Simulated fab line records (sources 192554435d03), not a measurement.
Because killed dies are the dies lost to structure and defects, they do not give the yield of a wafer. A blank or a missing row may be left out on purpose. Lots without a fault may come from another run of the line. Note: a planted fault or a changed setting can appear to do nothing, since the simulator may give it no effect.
Chamber matching -- flow n5_finfet -- 4 sister chambers for N5_BEOL_M9_STRIP_67 on rie_diel-01
The step strips in CF4. 4 wafers are shown with their chamber, then 8 later ones without.

## WAFERS, EACH WITH ITS CHAMBER
wafer,chamber,oes_product_au (a.u.)
L078.5,2,0.69
L084.2,0,0.92
L084.5,3,0.69
L086.1,1,0.69

## WAFERS WITHOUT THEIR CHAMBER
wafer,oes_product_au (a.u.)
L086.2,0.69
L086.6,0.69
L091.2,0.96
L091.4,0.90
L091.5,0.69
L092.2,0.68
L092.4,0.89
L092.5,0.68

## CHAMBER TAKEN BY EACH
wafer,from the rows above,in truth
L086.2,can't be placed: 1 or 2 or 3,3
L086.6,can't be placed: 1 or 2 or 3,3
L091.2,0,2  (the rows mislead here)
L091.4,0,0
L091.5,can't be placed: 1 or 2 or 3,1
L092.2,can't be placed: 1 or 2 or 3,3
L092.4,0,0
L092.5,can't be placed: 1 or 2 or 3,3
2 of 8 placed correctly. Cannot be placed on the basis of these rows: 5; the candidates contain the true chamber in 5. 1 placed wrongly.
How it was worked out, from the rows above alone: a wafer's distance from a chamber is the root of the sum, over the readings, of the square of ((its reading less the chamber's mean) divided by the reading's scatter). The wafer belongs to the nearest chamber; if the next one is less than 2 further off, it can't be placed. A chamber's mean is the mean of its shown wafers. The scatter (one wafer shown for each chamber): square how far every hidden wafer sits from the nearest shown wafer, average those squares and take the square root.
